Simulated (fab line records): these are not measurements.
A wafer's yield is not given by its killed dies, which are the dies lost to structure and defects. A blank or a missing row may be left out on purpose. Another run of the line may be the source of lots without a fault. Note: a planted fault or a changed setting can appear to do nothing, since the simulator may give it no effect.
Chamber matching ; flow n5Finfet ; N5_BEOL_M12_CMP_49 on cmp-03 has 4 sister chambers
The step polishes, stops on SiOC, t overpolish 20.6 s, target thk 320 nm. 4 wafers are shown with their chamber, then 10 later ones without.

## WAFERS WITH THEIR CHAMBER
wafer;chamber;motorCurrentA (A)
L088.6;3;6.0
L089.4;1;5.5
L090.1;0;5.7
L090.2;2;5.5

## WAFERS WITHOUT THEIR CHAMBER
wafer;motorCurrentA (A)
L090.6;5.7
L092.1;5.9
L092.3;6.2
L092.6;5.9
L093.3;5.2
L093.5;5.7
L093.6;5.8
L097.3;5.9
L097.5;5.7
L097.6;5.4

## EACH ONE'S CHAMBER
wafer;from the rows above;in truth
L090.6;can't be placed: 0 or 1 or 2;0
L092.1;can't be placed: 3 or 0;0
L092.3;3;3
L092.6;can't be placed: 3 or 0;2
L093.3;can't be placed: 1 or 2 or 0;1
L093.5;can't be placed: 0 or 1 or 2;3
L093.6;can't be placed: 0 or 3 or 1 or 2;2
L097.3;can't be placed: 3 or 0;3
L097.5;can't be placed: 0 or 1 or 2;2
L097.6;can't be placed: 1 or 2 or 0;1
Correct placement for 1 of the 10. Can't be placed from these rows: 9 (the true chamber is among the candidates in 7). 0 placed wrongly.
How it was worked out, from the rows above alone: a wafer's distance from a chamber is the root of the sum, over the readings, of the square of ((its reading less the chamber's mean) divided by the reading's scatter). If the next closest chamber is less than 2 further off than the closest, the wafer can't be placed; otherwise it belongs to the closest. A chamber's mean is the mean of its shown wafers. The scatter: with one shown wafer a chamber, the root of the mean of the squares of how far each hidden wafer lies from its nearest shown one.
